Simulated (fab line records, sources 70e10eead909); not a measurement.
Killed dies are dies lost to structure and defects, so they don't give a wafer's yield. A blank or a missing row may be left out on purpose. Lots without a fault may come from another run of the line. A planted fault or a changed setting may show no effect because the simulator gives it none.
Tool commonality check | flow nand_harc | 3 lots, 9 wafers sampled

WHY IT WAS OPENED
At NHARC_END_SORT_01 the reading killed_at_array is flagged on 3 of 3 lots. Wafers without a fault read 62, standard deviation 22.
Rule: a lot is flagged when every wafer of it that has a number lies more than 4 standard deviations from that mean, or none has a number. The other lots count as sound.

lot  | measured     | on        | killed_at_array, wafer by wafer | flag
L700 | day 30 10:26 | prober-01 | 676 673 674                     | FLAGGED
L699 | day 30 11:14 | prober-02 | 672 673 669                     | FLAGGED
L701 | day 30 18:14 | prober-01 | 676 674 675                     | FLAGGED
The numbers of the flagged lots are 674 on average: +612 against the usual, or +28 standard deviations.

WHICH TOOL RAN EACH LOT
The record holds 4 process steps before the reading, out of a route of 1302 steps. In each cell: the tool, then ch and the chambers that the sampled wafers went through, then the start.
lot  | flag    | NHARC_A_CHANNEL_HOLE_D2_ETCH_19  | NHARC_A_CHANNEL_HOLE_D2_ETCH_21  | NHARC_A_CHANNEL_HOLE_D2_ETCH_24  | NHARC_A_CHANNEL_HOLE_D2_ETCH_26
L700 | FLAGGED | har_etch-01 ch 0,1, day 18 21:47 | har_etch-01 ch 0,1, day 18 22:13 | har_etch-01 ch 0,1, day 18 23:55 | har_etch-01 ch 0,1, day 19 01:34
L699 | FLAGGED | har_etch-01 ch 0, day 19 01:57   | har_etch-01 ch 0, day 19 02:22   | har_etch-01 ch 0, day 19 04:05   | har_etch-01 ch 0, day 19 05:44
L701 | FLAGGED | har_etch-02 ch 0,1, day 18 21:57 | har_etch-02 ch 0,1, day 18 22:22 | har_etch-02 ch 0,1, day 19 00:05 | har_etch-02 ch 0,1, day 19 01:44
What these steps do:
- NHARC_A_CHANNEL_HOLE_D2_ETCH_19: etches the open film in C4F8/O2/Ar, time 34.5 s.
- NHARC_A_CHANNEL_HOLE_D2_ETCH_21: etches the open film in C4F8/O2/Ar, time 514.3 s, target depth 1600 nm.
- NHARC_A_CHANNEL_HOLE_D2_ETCH_24: etches the open film in C4F8/O2/Ar, time 906.2 s, target depth 1500 nm.
- NHARC_A_CHANNEL_HOLE_D2_ETCH_26: etches the open film in C4F8/O2/Ar, time 224.1 s, target depth 300 nm.
- NHARC_END_SORT_01

FLAGGED OVER TOTAL, TOOL BY TOOL (the gauges that took the reading come last)
step                            | tool        | lots run | flagged | share of the flagged lots | sound lots run after its first flagged lot
NHARC_A_CHANNEL_HOLE_D2_ETCH_19 | har_etch-01 | 2        | 2       | some                      | 0
NHARC_A_CHANNEL_HOLE_D2_ETCH_19 | har_etch-02 | 1        | 1       | some                      | 0
NHARC_A_CHANNEL_HOLE_D2_ETCH_21 | har_etch-01 | 2        | 2       | some                      | 0
NHARC_A_CHANNEL_HOLE_D2_ETCH_21 | har_etch-02 | 1        | 1       | some                      | 0
NHARC_A_CHANNEL_HOLE_D2_ETCH_24 | har_etch-01 | 2        | 2       | some                      | 0
NHARC_A_CHANNEL_HOLE_D2_ETCH_24 | har_etch-02 | 1        | 1       | some                      | 0
NHARC_A_CHANNEL_HOLE_D2_ETCH_26 | har_etch-01 | 2        | 2       | some                      | 0
NHARC_A_CHANNEL_HOLE_D2_ETCH_26 | har_etch-02 | 1        | 1       | some                      | 0
NHARC_END_SORT_01               | prober-01   | 2        | 2       | some                      | 0
NHARC_END_SORT_01               | prober-02   | 1        | 1       | some                      | 0

WHAT THE TABLE ALLOWS
No row of the table ran every flagged lot.

WHAT THE SIMULATOR HAD PUT IN
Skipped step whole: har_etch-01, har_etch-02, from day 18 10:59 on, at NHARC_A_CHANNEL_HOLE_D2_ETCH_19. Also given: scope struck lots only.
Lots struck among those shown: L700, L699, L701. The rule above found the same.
